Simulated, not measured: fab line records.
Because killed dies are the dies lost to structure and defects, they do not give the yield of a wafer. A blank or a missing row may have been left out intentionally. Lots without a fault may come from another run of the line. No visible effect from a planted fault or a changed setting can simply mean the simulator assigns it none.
One fault through the eyes of 2 desks + flow n5-finfet + every desk sees just its own numbers, and what lay behind them comes last

DESK OF THE TOOL OWNER: cvd-co-01
The tool's own readings at N5_BEOL_M2_CVD_47 (deposits Co from CCTBA/H2, target thk 3 nm, time 223.8 s): means of the sampled wafers that have a number, for each lot that ran on this tool. If a lot's mean is further than 4 standard deviations from the usual mean, the lot is out of limits and carries the mark OUT (the distance appears in the brackets).
Columns: A = run-length-s at N5_BEOL_M2_CVD_47, usual 246.8 s
| lot  | first seen here | A                       |
|------|-----------------|-------------------------|
| L544 | day 11 17:51    | 246.6                   |
| L539 | day 11 19:01    | 246.9                   |
| L545 | day 13 10:35    | 246.3                   |
| L554 | day 14 17:58    | 203.9 (-70) OUT         |
| L556 | day 15 08:25    | 161.4 (-99 or more) OUT |
| L557 | day 15 16:17    | 204.6 (-69) OUT         |
This desk's finding: out of limits on L554, L556, L557; first on L554, day 14 17:58 (run-length-s at N5_BEOL_M2_CVD_47). In limits: L544, L539, L545.

AT THE METROLOGY DESK
What the gauges read for every lot (on any tool): the sampled wafers with a number, averaged. If a lot's mean is further than 4 standard deviations from the usual mean, the lot is out of limits and carries the mark OUT (the distance appears in the brackets). It has 11 readings; the 7 that lie furthest out on some lot are the ones shown.
Columns: A = IOFF_P at N5_BEOL_M4_RC_MEAS_101, usual 0.20 nA/um; B = ION_N at N5_BEOL_M4_RC_MEAS_101, usual 668 uA/um; C = ION_P at N5_BEOL_M4_RC_MEAS_101, usual 459 uA/um; D = SS_N at N5_BEOL_M4_RC_MEAS_101, usual 71.4 mV/dec; E = SS_P at N5_BEOL_M4_RC_MEAS_101, usual 73.1 mV/dec; F = VT_N at N5_BEOL_M4_RC_MEAS_101, usual 250 mV; G = VT_P at N5_BEOL_M4_RC_MEAS_101, usual -251 mV
| lot  | first seen here | A    | B   | C   | D    | E    | F   | G    |
|------|-----------------|------|-----|-----|------|------|-----|------|
| L535 | day 9 14:37     | 0.21 | 664 | 455 | 71.3 | 73.2 | 251 | -251 |
| L544 | day 11 16:44    | 0.18 | 653 | 458 | 70.7 | 72.8 | 253 | -252 |
| L539 | day 11 18:14    | 0.21 | 670 | 464 | 71.5 | 73.0 | 249 | -249 |
| L534 | day 11 18:17    | 0.23 | 669 | 460 | 71.6 | 73.1 | 251 | -249 |
| L541 | day 12 19:14    | 0.17 | 648 | 452 | 70.5 | 72.0 | 256 | -253 |
| L545 | day 13 09:49    | 0.25 | 679 | 467 | 71.9 | 73.8 | 248 | -248 |
| L547 | day 13 14:09    | 0.19 | 667 | 461 | 71.2 | 73.0 | 251 | -252 |
| L554 | day 14 17:17    | 0.20 | 666 | 456 | 71.5 | 73.0 | 252 | -251 |
| L556 | day 15 07:28    | 0.17 | 654 | 454 | 71.6 | 72.4 | 254 | -253 |
| L557 | day 15 15:36    | 0.24 | 688 | 470 | 71.2 | 74.2 | 246 | -246 |
This desk's verdict: no lot among the 10 shows anything out of limits.

ALL TOGETHER
The tool owner's desk could have raised an alarm at day 14 17:58, on L554, L556, L557.
The metrology desk saw nothing out of limits.
The metrology desk holds a record of L554, L556, L557, inside its limits.
Every lot named ran N5_BEOL_M2_CVD_47 on cvd-co-01.

WHAT WAS PUT IN BY THE SIMULATOR
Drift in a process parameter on cvd-co-01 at N5_BEOL_M2_CVD_47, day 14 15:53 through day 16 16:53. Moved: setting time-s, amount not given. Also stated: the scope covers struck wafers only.
Struck lots among those shown: L554, L556, L557.
Each desk's first reading out of limits, in hours after the fault started: the tool owner's desk, 2.
